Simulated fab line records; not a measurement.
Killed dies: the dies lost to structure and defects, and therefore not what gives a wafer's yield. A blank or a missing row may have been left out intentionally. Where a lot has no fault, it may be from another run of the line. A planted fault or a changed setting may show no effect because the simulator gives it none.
A lot that was struck, set against a sound lot ; flow n5-finfet ; 15 out of 1938 route steps
Sound: wafers L159.2, L159.3, L159.6. Struck: wafers L168.1, L168.5 (left out: L168.2, a lot-mate that was not struck); the cause follows at the end.
Each step with rows lists, per side, the tool, then ch with its chambers, then its first start. Under that, the readings that differ: sound wafers ; struck wafers ; difference of the means ; sigmas: that difference in standard deviations of wafers without a fault.
alike: readings whose means differ by less than 2 such deviations, and words and numbers that are the same on both sides. not compared: withheld readings, readings that some wafer has no value for, bounds like >300 that may hide the same value, and numbers for which the record gives no deviation and whose values overlap.
The two part at a step that has a row with sigmas, a row that says differs or no value, or rows on one side only. Numbers that have no deviation but don't overlap get no sigmas and don't part them. Lack of a reading on every wafer of one side parts them only where that side has two or more wafers.

N5_GATE_CUT_ETCH_19: etches SiNx in CH3F/O2, target depth 53.7 nm, time 76.7 s.
  sound on rie-diel-02 ch 0,1, day 7 00:59; struck on rie-diel-05 ch 0,3, day 9 08:13
  alike: drypump-motor-current-A, etch-rf-on-time-s, oes_ar_750_au, oes-product-au, rf-fwd-power-W, rf-vpp-V, showerhead-plenum-p-Torr, throttle-valve-pct
  not compared: rf-hours-counter-h
then, 2 steps without rows for these wafers: N5_GATE_CUT_CUT_ETCH_53 (etches W in SF6/Cl2, target depth 79.2 nm); N5_GATE_CUT_CUT_ETCH_54 (etches TiN in Cl2/BCl3, target depth 96.7 nm).
N5_GATE_CUT_CUT_ETCH_55: etches HfO2 in BCl3, target depth 3.2 nm.
  sound on rie-metal-01 ch 0,1, day 7 01:14; struck on rie-metal-01 ch 0,1, day 9 08:26
  alike: drypump-motor-current-A, oes-product-au, rf-fwd-power-W, throttle-valve-pct
  not compared: rf-hours-counter-h
N5_GATE_CUT_ETCH_47: etches SiO2 in Cl2/BCl3, target depth 10 nm.
  sound on rie-metal-01 ch 0,1, day 7 01:17; struck on rie-metal-01 ch 0,1, day 9 08:28
  alike: drypump-motor-current-A, oes_ar_750_au, oes-product-au, rf-fwd-power-W, throttle-valve-pct
  not compared: rf-hours-counter-h
N5_GATE_CUT_VAPOR_ETCH_48: etches TiN in BCl3/Cl2.
  sound on rie-metal-01 ch 0,1, day 7 01:19; struck on rie-metal-01 ch 0,1, day 9 08:30
  alike: drypump-motor-current-A, oes-product-au
then, 2 steps without rows for these wafers: N5_GATE_CUT_VAPOR_ETCH_49 (etches TiAlC in BCl3/Cl2); N5_GATE_CUT_VAPOR_ETCH_51 (etches HfO2 in BCl3/Cl2).
N5_GATE_CUT_STRIP_21: strips in N2/H2, time 30 s.
  sound on plasma-asher-02 ch 0,1, day 7 01:28; struck on plasma-asher-02 ch 0,1, day 9 08:37
  alike: drypump-motor-current-A, heater-power-w
  not compared: rf-hours-counter-h
then, 3 steps without rows for these wafers: N5_GATE_CUT_STRIP_29 (strips in post etch residue remover, time 60 s); N5_GATE_CUT_SRD_52 (time 30 s); N5_GATE_CUT_ALD_22 (deposits SiNx, target thk 16 nm, pulse time 1 s, ald cycles 320).
N5_GATE_CUT_CMP_23: polishes, stops on SiO2, t overpolish 23.4 s, target thk 16 nm.
  sound on cmp-01 ch 0,2,3, day 7 03:09; struck on cmp-01 ch 2,3, day 9 10:15
reading;sound;struck;difference;sigmas
time-to-endpoint-s (s);19.1 21.4 17.5;38.6 34.9;+17.4;+9
  alike: head-pressure-psi, motor-current-A, overpolish-run-s
N5_GATE_CUT_THK_MEAS_24:
  sound on film-metro-01 at day 7 03:24; struck on film-metro-01 at day 9 10:33
  alike: GC_FILL_THK
-- here the record skips 4 days between the struck wafers' starts before and after, leaving off in module GATE_CUT and picking up in module BEOL_M4 (first step shown: number 1111 of the route) --
N5_BEOL_M4_RC_MEAS_101:
  sound on prober-02 ch 0, day 11 14:32; struck on prober-01 ch 0, day 13 19:10
  alike: DIBL_N, DIBL_P, IOFF_N, IOFF_P, ION_N, ION_P, SS_N, SS_P, VT_N, VT_P

WHERE THEY PART
At N5_GATE_CUT_CMP_23 and nowhere else, as far as this record goes. Later steps at which nothing parts them and some readings are alike: N5_GATE_CUT_THK_MEAS_24, N5_BEOL_M4_RC_MEAS_101.

WHY: what had been put in by the simulator
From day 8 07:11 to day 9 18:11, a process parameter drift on cmp-01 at N5_GATE_CUT_CMP_23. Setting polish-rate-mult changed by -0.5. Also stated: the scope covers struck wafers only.
